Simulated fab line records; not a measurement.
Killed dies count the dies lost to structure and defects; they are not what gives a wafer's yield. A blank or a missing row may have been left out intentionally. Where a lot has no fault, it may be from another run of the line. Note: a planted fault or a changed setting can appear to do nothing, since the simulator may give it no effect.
fab line records	flow n5Finfet
[record] lots = 10	wafers = 26	lastDay = 18
route steps=1938 shown HKMG_FIN@438 BEOL_M4@1111 PASSIVATION@1936
lots that met no fault: from a run of the same line without faults
startH: hours from the record's opening day to when the first of the lot's shown wafers began	waitH: hours elapsed since this lot's preceding step	" unchanged from the row above	L1.1+2: several wafers, shown together as one row	- no value, or no start was given	* or withheld: withheld	< > ~ a bound
route shown NAME@n: NAME is a module with steps in the file, n the number in the route of the first one	usual: mean/standard deviation of fault-free wafers	same: alike in all rows	chamber/n: place in a boat	sites: per-site readings	_std_site: standard deviation of those values	_edge_site: outer sites' mean less inner sites'	radiusMm: how far each site lies from the wafer's centre	mask NAME#n: copy n	behind: tool/chamber where the wafer was last shaped	hold: reason for holding the lot/hours on hold/outcome of the hold	device: whichever transistor did not switch (one of n, p or np)	end of line: tests run on the same wafers once the route is complete	a step given without rows: its recipe and nothing more	killed: dies that structure and defects cost at the first sort, which is not the same as the wafer's yield	map: per-die view of a wafer (x killed, . not killed, _ where there is no die)
set.NAME: the run value of the setting; set.NAME@STEP: its run value at that earlier step	model.NAME: the simulator's own value behind a step, which no gauge read
one table for each step of the route and one row for each wafer, over a sample of lots
services: from which hour (startH, from the record's first day; less than 0 if before it) a tool's chamber was out of use, for how many hours, and why
[[steps]]
[step N5_HKMG_FIN_ETCH_35]
[recipe] chemistry = N2/H2	target = SOC	targetDepthA = 2158	ionEnergyEv = 65	biasW = 5	sourceW = 3000	timeS = 243.4	pressureMtorr = 30	n2FlowSccm = 200	h2FlowSccm = 200
[usual] drypumpMotorCurrentA = 5.8/0.45	n2FlowSccm = 200.0/0.6	oesProductAu = 0.76/0.07	rfFwdPowerW = 2993/9.6	rfVppV = 141.6/0.99	showerheadPlenumPTorr = 2.55/0.071	throttleValvePct = 18.02/0.24
lot.wafer	tool	chamber	startH	waitH	drypumpMotorCurrentA	n2FlowSccm	oesProductAu	rfFwdPowerW	rfHoursCounterH	rfVppV	showerheadPlenumPTorr	throttleValvePct
L279.3	rieDiel-02	0	73.81	0.0	5.3	200.3	0.76	2974	154	142.4	2.55	18.32
L279.4	"	1	"	"	5.9	197.9	0.77	2987	-	141.3	2.49	18.05
L279.6	"	2	"	"	5.8	201.0	0.83	3003	-	142.2	2.60	17.86
L280.1	rieDiel-02	0	83.54	0.0	5.3	200.0	0.76	3002	159	141.5	2.55	18.33
L280.3	"	1	"	"	5.9	199.5	0.76	3000	106	141.8	2.49	18.02
L280.5	"	2	"	"	5.7	200.3	0.81	2993	-	141.6	2.59	17.86
L282.3	rieDiel-05	3	92.88	0.0	5.7	200.5	0.69	2982	202	142.9	2.63	17.74
L282.4	"	1	"	"	4.8	200.6	0.71	2987	177	141.4	2.63	18.28
L282.6	"	1	"	"	4.8	200.6	0.71	2988	-	141.7	2.63	18.27
L284.1	rieDiel-01	1	106.30	0.0	6.6	200.0	0.72	2975	230	142.2	2.64	17.78
L284.6	"	3	"	"	5.8	200.5	0.78	2985	-	140.5	2.55	17.88
L286.3	rieDiel-01	3	123.13	0.0	5.8	199.8	0.77	2993	152	140.2	2.54	17.89
L286.5	"	3	"	"	5.8	200.1	0.78	3003	-	141.5	2.54	17.89
L290.1	rieDiel-02	2	145.03	0.0	5.7	199.8	0.80	2981	87	141.6	2.59	17.93
L290.3	"	3	"	"	5.9	199.7	0.93	2999	18	141.9	2.51	17.95
L294.1	rieDiel-02	1	168.63	0.0	5.8	200.5	0.73	2994	134	143.3	2.48	18.08
L294.5	"	0	"	"	5.3	200.4	0.73	3008	-	142.1	2.54	18.39
L294.6	"	3	"	"	5.9	199.9	0.93	2993	-	140.7	2.50	17.95
L299.3	rieDiel-01	2	197.03	0.0	5.7	200.9	0.75	2969	183	141.7	2.64	18.30
L299.4	"	0	"	"	6.3	200.7	0.67	3001	-	141.6	2.40	18.28
L299.6	"	3	"	"	5.7	199.3	0.75	2996	-	140.1	2.53	17.95
L300.2	rieDiel-01	1	203.95	0.0	6.5	200.3	0.94	2999	3	142.7	2.63	17.40
L300.5	"	2	"	"	5.7	198.7	0.75	2991	-	141.8	2.64	18.30
L300.6	"	1	"	"	6.5	199.8	0.95	3012	-	141.3	2.63	17.40
L302.2	rieDiel-02	0	218.42	0.0	5.3	199.3	0.72	2994	207	141.4	2.53	18.40
L302.5	"	3	"	"	5.9	200.9	0.90	2989	-	142.2	2.50	18.01
[step N5_HKMG_FIN_STRIP_19]
[recipe] chemistry = N2/H2	powerW = 2500	tempC = 300	h2Frac = 0.65	timeS = 360	pressureMtorr = withheld	n2FlowSccm = 1750	h2FlowSccm = 3250
[usual] drypumpMotorCurrentA = 6.28/0.26	heaterPowerW = 435/27	n2FlowSccm = 1751/5.4
lot.wafer	tool	chamber	startH	waitH	drypumpMotorCurrentA	heaterPowerW	n2FlowSccm	rfHoursCounterH
L279.3	plasmaAsher-01	0	74.23	0.1	6.47	409	1744	-
L279.4	"	1	"	"	6.51	457	1755	-
L279.6	"	1	"	"	6.51	461	1760	-
L280.1	plasmaAsher-01	1	83.83	0.0	6.49	452	1736	41
L280.3	"	0	"	"	6.50	418	1745	-
L280.5	"	0	"	"	6.49	407	1745	-
L282.3	plasmaAsher-02	0	93.30	0.1	5.94	481	1747	-
L282.4	"	1	"	"	5.95	413	1755	-
L282.6	"	0	"	"	5.99	476	1753	-
L284.1	plasmaAsher-02	1	106.60	0.0	5.96	408	1746	93
L284.6	"	0	"	"	5.98	467	1750	-
L286.3	plasmaAsher-01	0	123.54	0.1	6.50	405	1757	-
L286.5	"	0	"	"	6.47	410	1745	-
L290.1	plasmaAsher-01	1	145.35	0.0	6.51	453	1739	53
L290.3	"	0	"	"	6.46	409	1749	-
L294.1	plasmaAsher-02	0	168.93	0.0	5.99	479	1743	106
L294.5	"	1	"	"	5.94	404	1760	-
L294.6	"	0	"	"	5.98	488	1754	-
L299.3	plasmaAsher-01	0	197.45	0.1	6.49	418	1749	-
L299.4	"	1	"	"	6.50	459	1750	-
L299.6	"	1	"	"	6.50	458	1747	-
L300.2	plasmaAsher-02	1	204.35	0.0	5.97	411	1751	113
L300.5	"	1	"	"	5.96	400	1754	-
L300.6	"	0	"	"	6.00	477	1747	-
L302.2	plasmaAsher-01	0	218.72	0.0	6.52	414	1748	67
L302.5	"	1	"	"	6.51	452	1740	-
[step N5_HKMG_FIN_NWFM_ALD_20]
[recipe] material = TiAlC	targetThkA = 20	tempC = 300	aldPrecursorFamily = TiCl4	aldCoReactant = TEA	pulseTimeS = 3	purgeTimeS = 2	coReactantPurgeTimeS = 2	coReactantPulseTimeS = 10	aldCycles = 7	pressureTorr = 3
[usual] coReactantPulseTimeS = 10/0	heaterPowerW = 510/49	precursorPulseHeightRel = 1.003/0.021
lot.wafer	tool	chamber	startH	waitH	coReactantPulseTimeS	heaterPowerW	precursorPulseHeightRel
L279.3	aldMetal-01	3	75.55	0.2	10	514	1.011
L279.4	"	0	"	"	10	450	1.026
L279.6	"	3	"	"	10	513	1.034
L280.1	aldMetal-02	0	85.19	0.3	10	563	0.982
L280.3	"	3	"	"	10	495	1.015
L280.5	"	1	"	"	10	572	1.008
L282.3	aldMetal-02	0	94.53	0.1	10	564	1.004
L282.4	"	3	"	"	10	480	0.988
L282.6	"	1	"	"	10	573	0.962
L284.1	aldMetal-02	3	108.15	0.4	10	479	1.017
L284.6	"	3	"	"	9.3052	496	1.005
L286.3	aldMetal-02	3	124.83	0.1	9.3052	499	0.995
L286.5	"	2	"	"	10	514	1.012
L290.1	aldMetal-02	3	146.73	0.3	10	487	1.020
L290.3	"	2	"	"	9.3052	522	1.048
L294.1	aldMetal-01	2	170.29	0.3	10	575	0.972
L294.5	"	0	"	"	10	446	1.016
L294.6	"	3	"	"	10	521	1.023
L299.3	aldMetal-02	0	198.68	0.1	10	551	1.010
L299.4	"	2	"	"	10	507	1.031
L299.6	"	2	"	"	10	509	1.008
L300.2	aldMetal-01	0	205.78	0.3	10	428	1.030
L300.5	"	0	"	"	10	438	0.969
L300.6	"	3	"	"	10	508	0.992
L302.2	aldMetal-02	0	220.14	0.3	10	560	1.010
L302.5	"	3	"	"	10	492	0.979
[step N5_HKMG_FIN_ETCH_67]
[recipe] chemistry = N2/H2	target = SOC	targetDepthA = 3889	stopOn = TiN	ionEnergyEv = 100	biasW = 61	pressureMtorr = 30	sourceW = 850	n2FlowSccm = 200	h2FlowSccm = 200
[usual] drypumpMotorCurrentA = 5.8/0.47	n2FlowSccm = 200.0/0.61	oesProductAu = 0.74/0.065	rfFwdPowerW = 844.6/2.9	rfVppV = 240.6/1.3	showerheadPlenumPTorr = 2.54/0.078	throttleValvePct = 17.97/0.25
lot.wafer	tool	chamber	startH	waitH	drypumpMotorCurrentA	n2FlowSccm	oesProductAu	rfFwdPowerW	rfHoursCounterH	rfVppV	showerheadPlenumPTorr	throttleValvePct
L279.3	rieDiel-05	2	75.99	-	5.8	201.3	0.73	842.3	168	241.5	2.51	17.51
L279.4	"	0	"	"	6.4	199.6	0.77	847.1	129	239.6	2.47	17.85
L279.6	"	0	"	"	6.4	199.5	0.76	848.8	-	240.3	2.47	17.87
L280.1	rieDiel-01	1	85.63	-	6.5	199.5	0.70	840.3	224	242.0	2.65	17.73
L280.3	"	0	"	"	6.3	200.6	0.71	842.3	205	238.5	2.42	18.19
L280.5	"	2	"	"	5.7	200.8	0.79	841.9	-	239.9	2.66	18.18
L282.3	rieDiel-02	1	94.97	-	5.8	200.2	0.75	845.9	110	240.3	2.49	18.00
L282.4	"	0	"	"	5.3	199.8	0.74	845.6	162	240.4	2.55	18.29
L282.6	"	2	"	"	5.8	200.6	0.81	843.2	-	241.9	2.59	17.85
L284.1	rieDiel-05	1	108.62	-	4.8	199.6	0.70	842.6	183	240.4	2.63	18.25
L284.6	"	1	"	"	4.8	200.0	0.71	841.6	-	241.9	2.63	18.26
L286.3	rieDiel-02	0	125.32	-	5.3	199.5	0.74	840.8	172	241.0	2.55	18.31
L286.5	"	2	"	"	5.8	199.1	0.80	848.7	-	241.1	2.59	17.87
L290.1	rieDiel-05	3	147.17	-	5.6	199.2	0.69	846.4	217	242.1	2.62	17.74
L290.3	"	1	"	"	4.8	200.8	0.69	844.7	195	243.1	2.62	18.29
L294.1	rieDiel-05	0	170.73	-	6.4	200.2	0.72	843.7	161	238.2	2.45	17.93
L294.5	"	1	"	"	4.7	199.8	0.68	841.7	-	242.7	2.62	18.30
L294.6	"	2	"	"	5.9	200.5	0.71	844.3	-	242.4	2.50	17.56
L299.3	rieDiel-01	3	199.12	-	5.8	200.2	0.74	845.7	182	239.2	2.53	17.92
L299.4	"	1	"	"	6.6	199.9	0.96	841.2	1	241.4	2.63	17.36
L299.6	"	1	"	"	6.6	200.3	0.95	844.6	-	241.9	2.63	17.36
L300.2	rieDiel-02	1	206.26	-	5.9	199.7	0.73	849.2	147	240.1	2.47	18.06
L300.5	"	3	"	"	6.0	199.1	0.87	845.6	-	241.6	2.50	17.95
L300.6	"	1	"	"	5.9	198.9	0.72	844.4	-	239.9	2.47	18.08
L302.2	rieDiel-05	2	220.58	-	5.9	200.5	0.70	843.2	218	241.0	2.49	17.60
L302.5	"	0	"	"	6.4	200.7	0.73	845.9	-	239.2	2.45	17.94
[step N5_BEOL_M4_RC_MEAS_101]
[usual] DIBL_N = 36.0/2.5	DIBL_P = 36.2/3	IOFF_N = 0.16/0.044	IOFF_P = 0.21/0.049	ION_N = 671/15	ION_P = 461/8.7	SS_N = 71.5/0.72	SS_P = 73.4/0.9	VT_N = 251/4.4	VT_P = -250/4
lot.wafer	tool	chamber	startH	waitH	DIBL_N[mV/V]	DIBL_P[mV/V]	IOFF_N[nA/um]	IOFF_P[nA/um]	ION_N[uA/um]	ION_P[uA/um]	SS_N[mV/dec]	SS_P[mV/dec]	VT_N[mV]	VT_P[mV]
L279.3	prober-01	0	180.36	0.3	34.7	33.8	0.13	0.20	653	456	71.5	72.0	255	-250
L279.4	"	0	"	"	36.7	36.3	0.16	0.24	672	469	71.4	73.8	249	-243
L279.6	"	0	"	"	33.9	32.7	0.12	0.19	667	468	71.0	72.1	252	-246
L280.1	prober-02	0	189.25	0.6	34.6	36.4	0.13	0.19	652	449	71.9	73.2	254	-252
L280.3	"	0	"	"	33.6	35.3	0.13	0.17	660	452	71.7	73.2	253	-253
L280.5	"	0	"	"	33.5	35.5	0.13	0.18	652	447	72.0	73.0	254	-255
L282.3	prober-02	0	206.96	0.3	32.7	34.3	0.12	0.18	656	455	70.9	72.2	252	-249
L282.4	"	0	"	"	37.3	40.0	0.20	0.24	677	459	72.3	74.3	247	-249
L282.6	"	0	"	"	35.7	38.5	0.16	0.24	663	461	71.7	74.3	253	-247
L284.1	prober-02	0	215.26	0.0	41.4	41.8	0.26	0.29	697	466	72.5	75.0	245	-246
L284.6	"	0	"	"	39.2	39.7	0.19	0.25	687	468	72.9	75.1	250	-250
L286.3	prober-02	0	223.87	0.3	37.0	36.6	0.15	0.20	666	458	72.0	73.2	255	-252
L286.5	"	0	"	"	36.0	35.6	0.14	0.19	663	460	71.0	72.6	255	-251
L290.1	prober-02	0	251.89	0.0	36.6	36.2	0.16	0.21	666	452	71.6	73.5	252	-250
L290.3	"	0	"	"	30.6	28.6	0.08	0.11	654	446	70.4	71.3	260	-260
L294.1	prober-02	0	275.70	0.0	34.1	35.5	0.13	0.21	669	466	71.0	73.4	251	-248
L294.5	"	0	"	"	37.7	38.3	0.21	0.25	676	466	72.5	74.1	247	-247
L294.6	"	0	"	"	34.2	35.0	0.14	0.20	667	466	71.3	73.2	249	-252
L299.3	prober-02	0	306.95	0.3	36.2	37.6	0.16	0.25	674	477	71.6	73.7	250	-247
L299.4	"	0	"	"	33.7	33.4	0.11	0.17	657	453	71.6	72.2	256	-254
L299.6	"	0	"	"	39.4	39.8	0.22	0.28	694	471	73.2	73.9	243	-246
L300.2	prober-01	0	309.42	0.6	36.4	36.3	0.17	0.25	678	473	72.1	73.6	251	-248
L300.5	"	0	"	"	39.7	40.5	0.26	0.34	698	475	72.2	74.3	242	-244
L300.6	"	0	"	"	34.3	32.5	0.13	0.18	672	460	70.5	72.5	251	-249
L302.2	prober-02	0	318.85	0.2	37.1	38.2	0.17	0.21	685	470	71.1	74.5	253	-253
L302.5	"	0	"	"	34.0	34.5	0.12	0.16	675	460	70.8	73.5	252	-258
[step N5_PASSIVATION_PROBE_49]
[usual] defectLimitedYield = 91.7/1.4	killed_at_M0_to_M3 = 31/11	killed_at_M4_up = 13/4.6	killedAtContacts = 13/6.7	killedAtFrontEnd = 39/9.6	killedAtOther = 3.5/2.8	killedDies = 98/16	killedOpen = 64/11	killedShort = 33/8.5	sort_bin_5_function = 4.9/0.96	sort_bin_6_memory = 3.1/0.59	sort_bin_8_speed = 0.2/1.3	sortNPass = 1080/23
[same] grossDies = 1180	killedAtBackSide = 0	sort_bin_4_leakage[%] = 0
lot.wafer	tool	chamber	startH	waitH	defectLimitedYield[%]	killed_at_M0_to_M3	killed_at_M4_up	killedAtContacts	killedAtFrontEnd	killedAtOther	killedDies	killedOpen	killedShort	sort_bin_5_function[%]	sort_bin_6_memory[%]	sort_bin_8_speed[%]	sortNPass
L284.6	prober-02	-	326.73	1.0	93.6	20	13	8	33	1	75	54	21	3.7	2.5	0	1105
L286.3	prober-02	-	337.86	0.1	90.2	34	13	10	58	1	116	71	36	5.6	3.2	0	1064
L286.5	prober-02	-	337.96	0.2	91.4	35	7	13	44	3	102	54	46	5.7	2.5	0	1078
L290.1	prober-01	-	347.89	0.0	93.3	27	12	7	24	9	79	58	21	3.8	2.6	0	1101
L290.3	prober-01	-	347.99	0.1	91.4	23	12	32	32	3	102	68	32	4.2	4.0	0	1078
L294.1	prober-02	-	375.27	0.0	92.1	27	17	10	39	0	93	66	23	4.2	3.5	0.1	1087
L294.5	prober-02	-	375.47	0.2	89.9	42	14	7	52	4	119	78	37	5.8	3.7	0	1061
L294.6	prober-02	-	375.52	0.3	91.2	28	11	7	55	3	104	69	33	5.1	3.6	0	1076
L300.2	prober-01	-	414.12	0.1	91.2	43	12	16	30	3	104	67	37	5.9	2.5	0	1076
L300.5	prober-01	-	414.27	0.2	91.8	42	5	3	45	2	97	52	45	4.6	3.2	0	1083
L300.6	prober-01	-	414.32	0.3	90.7	32	13	9	53	3	110	72	37	6.9	2.3	0	1070
L299.3	prober-01	-	414.47	0.3	91.9	21	16	2	52	5	96	58	32	4.9	2.8	0	1084
L299.4	prober-01	-	414.52	0.3	91.7	17	18	6	57	0	98	69	28	5.2	3.0	0	1082
L299.6	prober-01	-	414.62	0.4	90.1	34	21	14	44	4	117	85	30	6.4	3.3	0	1063
L302.2	prober-01	-	422.93	0.1	91.5	24	12	18	40	6	100	69	31	4.5	3.7	0	1080
L302.5	prober-01	-	423.08	0.2	90.3	36	21	23	32	3	115	70	45	6.2	3.1	0	1065
// killed by level:class
L284.6 STI_FIN_REVEAL:geometricParticle:open=13 MOL_CONTACT_COAG:geometricParticle:open=6 BEOL_M1:geometricParticle:open=5 BEOL_M4:geometricParticle:short=5 BEOL_M4:geometricParticle:open=5 DUMMY_GATE:geometricParticle:open=4 GATE_CUT:geometricParticle:short=4 BEOL_M0:geometricParticle:open=4
L286.3 FIN_SAQP:geometricParticle:open=14 FIN_SAQP:geometricParticle:short=8 MOL_CONTACT_COAG:geometricParticle:open=8 STI_FIN_REVEAL:geometricParticle:open=7 BEOL_M0_SAQP:geometricParticle:open=7 BEOL_M3:geometricParticle:open=7 BEOL_M4:geometricParticle:open=7 HKMG_FIN:areaEtch=7
L286.5 BEOL_M0_SAQP:geometricParticle:short=16 FIN_SAQP:geometricParticle:open=10 STI_FIN_REVEAL:geometricParticle:open=9 MOL_CONTACT_COAG:geometricParticle:open=9 FIN_SAQP:geometricParticle:short=7 BEOL_M0_SAQP:geometricParticle:open=7 BEOL_M4:geometricParticle:open=5 MOL_CONTACT_COAG:geometricParticle:short=4
L290.1 BEOL_M3:geometricParticle:open=9 BEOL_M4:geometricParticle:open=8 STI_FIN_REVEAL:geometricParticle:open=6 DUMMY_GATE:geometricParticle:open=6 FIN_SAQP:geometricParticle:open=5 MOL_CONTACT_COAG:geometricParticle:open=5 BEOL_M1:geometricParticle:open=5 FIN_SAQP:geometricParticle:short=4
L290.3 MOL_CONTACT_COAG:geometricParticle:open=25 BEOL_M3:geometricParticle:open=8 MOL_CONTACT_COAG:geometricParticle:short=7 FIN_SAQP:geometricParticle:open=6 STI_FIN_REVEAL:geometricParticle:open=5 GATE_CUT:geometricParticle:short=4 BEOL_M0_SAQP:geometricParticle:open=4 FIN_SAQP:geometricParticle:short=3
L294.1 FIN_SAQP:geometricParticle:open=11 BEOL_M2:geometricParticle:open=10 MOL_CONTACT_COAG:geometricParticle:open=9 STI_FIN_REVEAL:geometricParticle:open=6 ILD0:geometricParticle:open=6 BEOL_M1:geometricParticle:open=6 FIN_SAQP:geometricParticle:short=5 BEOL_M4:geometricParticle:open=5
L294.5 FIN_SAQP:geometricParticle:open=15 BEOL_M2:geometricParticle:open=15 FIN_SAQP:geometricParticle:short=13 BEOL_M0_SAQP:geometricParticle:open=8 BEOL_M0_SAQP:geometricParticle:short=8 BEOL_M4:geometricParticle:open=7 STI_FIN_REVEAL:geometricParticle:open=6 DUMMY_GATE:geometricParticle:open=5
L294.6 STI_FIN_REVEAL:geometricParticle:open=12 FIN_SAQP:geometricParticle:short=11 FIN_SAQP:geometricParticle:open=9 BEOL_M2:geometricParticle:open=7 MOL_CONTACT_COAG:geometricParticle:open=6 BEOL_M1:geometricParticle:open=6 BEOL_M3:geometricParticle:open=6 BEOL_M4:geometricParticle:open=5
L300.2 BEOL_M3:geometricParticle:open=15 MOL_CONTACT_COAG:geometricParticle:open=12 BEOL_M1:geometricParticle:open=7 FIN_SAQP:geometricParticle:short=5 BEOL_M0_SAQP:geometricParticle:short=5 BEOL_M0_SAQP:geometricParticle:open=5 STARTING-WAFER:geometricParticle:short=5 DUMMY_GATE:geometricParticle:open=4
L300.5 GATE_CUT:geometricParticle:short=13 BEOL_M0_SAQP:geometricParticle:open=13 BEOL_M0_SAQP:geometricParticle:short=10 STARTING-WAFER:geometricParticle:short=8 FIN_SAQP:geometricParticle:open=7 BEOL_M3:geometricParticle:open=7 FIN_SAQP:geometricParticle:short=4 GATE_CUT:geometricParticle:open=4
L300.6 FIN_SAQP:geometricParticle:short=10 FIN_SAQP:geometricParticle:open=9 STI_FIN_REVEAL:geometricParticle:open=9 DUMMY_GATE:geometricParticle:open=8 BEOL_M0_SAQP:geometricParticle:short=8 BEOL_M3:geometricParticle:open=5 MOL_CONTACT_COAG:geometricParticle:open=5 BEOL_M0:geometricParticle:open=5
L299.3 STI_FIN_REVEAL:geometricParticle:open=11 FIN_SAQP:geometricParticle:short=10 FIN_SAQP:geometricParticle:open=9 BEOL_M3:geometricParticle:open=8 GATE_CUT:geometricParticle:short=6 BEOL_M2:geometricParticle:open=5 BEOL_M4:geometricParticle:open=4 GATE_CUT:geometricParticle:open=3
L299.4 STI_FIN_REVEAL:geometricParticle:open=19 BEOL_M4:geometricParticle:open=8 GATE_CUT:geometricParticle:short=7 BEOL_M3:geometricParticle:open=6 FIN_SAQP:geometricParticle:open=5 STI_FIN_REVEAL:geometricParticle:short=5 ILD0:geometricParticle:short=5 GATE_CUT:geometricParticle:open=5
L299.6 STI_FIN_REVEAL:geometricParticle:open=22 BEOL_M4:geometricParticle:open=12 MOL_CONTACT_COAG:geometricParticle:open=11 BEOL_M2:geometricParticle:open=8 BEOL_M3:geometricParticle:open=6 FIN_SAQP:geometricParticle:open=4 GATE_CUT:geometricParticle:short=4 BEOL_M0_SAQP:geometricParticle:open=4
L302.2 STI_FIN_REVEAL:geometricParticle:open=19 MOL_CONTACT_COAG:geometricParticle:open=13 BEOL_M0_SAQP:geometricParticle:short=6 FIN_SAQP:geometricParticle:open=5 MOL_CONTACT_COAG:geometricParticle:short=5 BEOL_M2:geometricParticle:open=5 BEOL_M4:geometricParticle:open=5 STI_FIN_REVEAL:geometricParticle:short=4
L302.5 MOL_CONTACT_COAG:geometricParticle:open=18 BEOL_M0_SAQP:geometricParticle:open=10 BEOL_M4:geometricParticle:open=9 FIN_SAQP:geometricParticle:short=7 STI_FIN_REVEAL:geometricParticle:open=7 BEOL_M0_SAQP:geometricParticle:short=7 BEOL_M1:geometricParticle:open=7 MOL_CONTACT_COAG:geometricParticle:short=5
[[services]]
tool	chamber	startH	hours	kind
rieDiel-02	-	65.60	2.8	pm
rieDiel-01	3	70.89	5.6	repair
rieDiel-02	3	72.95	-	clean
rieDiel-02	3	72.95	-	consumableReplace:focusRing
rieDiel-02	3	72.95	20.8	scheduledDown
rieDiel-02	3	72.95	20.8	ventCycle
rieDiel-05	3	132.65	7.5	repair
rieDiel-01	1	135.00	12.9	repair
rieDiel-01	1	177.02	-	clean
rieDiel-01	1	177.02	-	consumableReplace:esc
rieDiel-01	1	177.02	-	consumableReplace:focusRing
rieDiel-02	-	195.71	3.6	repair
plasmaAsher-01	-	198.90	6.2	repair
rieDiel-01	0	199.26	-	clean
rieDiel-01	0	199.26	-	consumableReplace:focusRing
rieDiel-01	0	199.26	-	consumableReplace:showerhead
rieDiel-01	0	199.26	18.1	scheduledDown
rieDiel-01	0	199.26	18.1	ventCycle
rieDiel-05	0	203.48	8.1	repair
rieDiel-02	2	205.00	27.5	repair
plasmaAsher-01	-	213.22	2.8	pm
[[key]]
[firstSign] step = N5_HKMG_FIN_NWFM_ALD_20	reading = coReactantPulseTimeS	direction = down	sigmas = 99+	usual = *	struck = *
effect none on later readings
metAt N5_HKMG_FIN_NWFM_ALD_20
struckLots L284,L286,L290
struckWafers L284.6,L286.3,L290.3
notActingAt N5_HKMG_FIN_ETCH_35,N5_HKMG_FIN_STRIP_19,N5_HKMG_FIN_ETCH_67
onsetBetween 94.53 108.15
[fault] kind = processParameterDrift	tool = aldMetal-02	chamber = -	onsetH = 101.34	steps = N5_HKMG_FIN_NWFM_ALD_20	channel = coReactantPulseTimeS	offset = *	shape = step	endH = 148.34	scope = struckWafersOnly	actsIn = *	stated = *
